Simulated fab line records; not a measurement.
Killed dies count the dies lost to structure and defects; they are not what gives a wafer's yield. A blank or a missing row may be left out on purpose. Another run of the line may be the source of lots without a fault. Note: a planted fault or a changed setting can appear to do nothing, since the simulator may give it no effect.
Chamber matching :: flow n5Finfet :: N5_BEOL_M10_STRIP_19 on rieDiel-03: 4 sister chambers
The step strips in O2. 22 wafers are shown with their chamber, then 11 later ones without.

WAFERS PAIRED WITH THEIR CHAMBERS
wafer: L077.1
chamber: 2
drypumpMotorCurrentA (A): 5.8
showerheadPlenumPTorr (Torr): 2.25
throttleValvePct (%): 16.67

wafer: L077.3
chamber: 3
drypumpMotorCurrentA (A): 5.8
showerheadPlenumPTorr (Torr): 2.12
throttleValvePct (%): 16.92

wafer: L077.6
chamber: 1
drypumpMotorCurrentA (A): 5.9
showerheadPlenumPTorr (Torr): 2.15
throttleValvePct (%): 16.35

wafer: L080.1
chamber: 2
drypumpMotorCurrentA (A): 5.8
showerheadPlenumPTorr (Torr): 2.25
throttleValvePct (%): 16.66

wafer: L080.4
chamber: 0
drypumpMotorCurrentA (A): 5.2
showerheadPlenumPTorr (Torr): 1.98
throttleValvePct (%): 16.65

wafer: L080.5
chamber: 0
drypumpMotorCurrentA (A): 5.2
showerheadPlenumPTorr (Torr): 1.98
throttleValvePct (%): 16.63

wafer: L078.1
chamber: 1
drypumpMotorCurrentA (A): 5.9
showerheadPlenumPTorr (Torr): 2.15
throttleValvePct (%): 16.36

wafer: L078.4
chamber: 3
drypumpMotorCurrentA (A): 5.8
showerheadPlenumPTorr (Torr): 2.12
throttleValvePct (%): 16.95

wafer: L078.5
chamber: 1
drypumpMotorCurrentA (A): 5.9
showerheadPlenumPTorr (Torr): 2.15
throttleValvePct (%): 16.35

wafer: L084.2
chamber: 1
drypumpMotorCurrentA (A): 5.8
showerheadPlenumPTorr (Torr): 2.15
throttleValvePct (%): 16.35

wafer: L084.5
chamber: 2
drypumpMotorCurrentA (A): 5.8
showerheadPlenumPTorr (Torr): 2.24
throttleValvePct (%): 16.67

wafer: L084.6
chamber: 3
drypumpMotorCurrentA (A): 5.8
showerheadPlenumPTorr (Torr): 2.12
throttleValvePct (%): 16.94

wafer: L086.2
chamber: 2
drypumpMotorCurrentA (A): 5.8
showerheadPlenumPTorr (Torr): 2.24
throttleValvePct (%): 16.67

wafer: L086.3
chamber: 3
drypumpMotorCurrentA (A): 5.8
showerheadPlenumPTorr (Torr): 2.12
throttleValvePct (%): 16.95

wafer: L086.6
chamber: 3
drypumpMotorCurrentA (A): 5.8
showerheadPlenumPTorr (Torr): 2.12
throttleValvePct (%): 16.97

wafer: L088.1
chamber: 1
drypumpMotorCurrentA (A): 5.9
showerheadPlenumPTorr (Torr): 2.15
throttleValvePct (%): 16.39

wafer: L088.2
chamber: 3
drypumpMotorCurrentA (A): 5.8
showerheadPlenumPTorr (Torr): 2.12
throttleValvePct (%): 16.98

wafer: L088.3
chamber: 0
drypumpMotorCurrentA (A): 5.2
showerheadPlenumPTorr (Torr): 1.97
throttleValvePct (%): 16.68

wafer: L087.3
chamber: 2
drypumpMotorCurrentA (A): 5.8
showerheadPlenumPTorr (Torr): 2.24
throttleValvePct (%): 16.70

wafer: L087.4
chamber: 1
drypumpMotorCurrentA (A): 5.9
showerheadPlenumPTorr (Torr): 2.15
throttleValvePct (%): 16.36

wafer: L087.5
chamber: 0
drypumpMotorCurrentA (A): 5.2
showerheadPlenumPTorr (Torr): 1.97
throttleValvePct (%): 16.68

wafer: L093.2
chamber: 3
drypumpMotorCurrentA (A): 5.8
showerheadPlenumPTorr (Torr): 2.11
throttleValvePct (%): 16.99

SIGNATURES (means of the wafers above)
reading: drypumpMotorCurrentA
chamber 0: 5.200
chamber 1: 5.883
chamber 2: 5.800
chamber 3: 5.800
scatter within a chamber: 0.0215

reading: showerheadPlenumPTorr
chamber 0: 1.9750
chamber 1: 2.1500
chamber 2: 2.2440
chamber 3: 2.1186
scatter within a chamber: 0.00412

reading: throttleValvePct
chamber 0: 16.6600
chamber 1: 16.3600
chamber 2: 16.6740
chamber 3: 16.9571
scatter within a chamber: 0.0204
Rule: distance of a wafer from a chamber = root of the sum over the readings of ((wafer's reading minus chamber's mean) / reading's scatter) squared. The wafer belongs to the nearest chamber; if the next one is less than 2 further off, it can't be placed. The scatter: take each reading less its chamber's mean, square it, sum over the shown wafers, divide by the number of wafers less the number of chambers, and take the root.

WAFERS MISSING THEIR CHAMBER
wafer: L093.3
drypumpMotorCurrentA (A): 5.9
showerheadPlenumPTorr (Torr): 2.14
throttleValvePct (%): 16.40

wafer: L093.6
drypumpMotorCurrentA (A): 5.2
showerheadPlenumPTorr (Torr): 1.97
throttleValvePct (%): 16.70

wafer: L094.1
drypumpMotorCurrentA (A): 5.9
showerheadPlenumPTorr (Torr): 2.14
throttleValvePct (%): 16.43

wafer: L094.2
drypumpMotorCurrentA (A): 5.2
showerheadPlenumPTorr (Torr): 1.97
throttleValvePct (%): 16.72

wafer: L094.4
drypumpMotorCurrentA (A): 5.8
showerheadPlenumPTorr (Torr): 2.24
throttleValvePct (%): 16.73

wafer: L097.2
drypumpMotorCurrentA (A): 5.8
showerheadPlenumPTorr (Torr): 2.23
throttleValvePct (%): 16.73

wafer: L097.3
drypumpMotorCurrentA (A): 5.8
showerheadPlenumPTorr (Torr): 2.14
throttleValvePct (%): 16.42

wafer: L097.6
drypumpMotorCurrentA (A): 5.9
showerheadPlenumPTorr (Torr): 2.14
throttleValvePct (%): 16.44

wafer: L096.1
drypumpMotorCurrentA (A): 5.9
showerheadPlenumPTorr (Torr): 2.23
throttleValvePct (%): 16.74

wafer: L096.3
drypumpMotorCurrentA (A): 5.8
showerheadPlenumPTorr (Torr): 2.14
throttleValvePct (%): 16.43

wafer: L096.5
drypumpMotorCurrentA (A): 5.8
showerheadPlenumPTorr (Torr): 2.23
throttleValvePct (%): 16.75

WHICH CHAMBER EACH ONE RAN IN
wafer: L093.3
from the rows above: 1
in truth: 1

wafer: L093.6
from the rows above: 0
in truth: 0

wafer: L094.1
from the rows above: 1
in truth: 1

wafer: L094.2
from the rows above: 0
in truth: 0

wafer: L094.4
from the rows above: 2
in truth: 2

wafer: L097.2
from the rows above: 2
in truth: 2

wafer: L097.3
from the rows above: 1
in truth: 1

wafer: L097.6
from the rows above: 1
in truth: 1

wafer: L096.1
from the rows above: 2
in truth: 2

wafer: L096.3
from the rows above: 1
in truth: 1

wafer: L096.5
from the rows above: 2
in truth: 2
Placed correctly: 11 of 11. From these rows, 0 cannot be placed. Wrongly placed: 0.
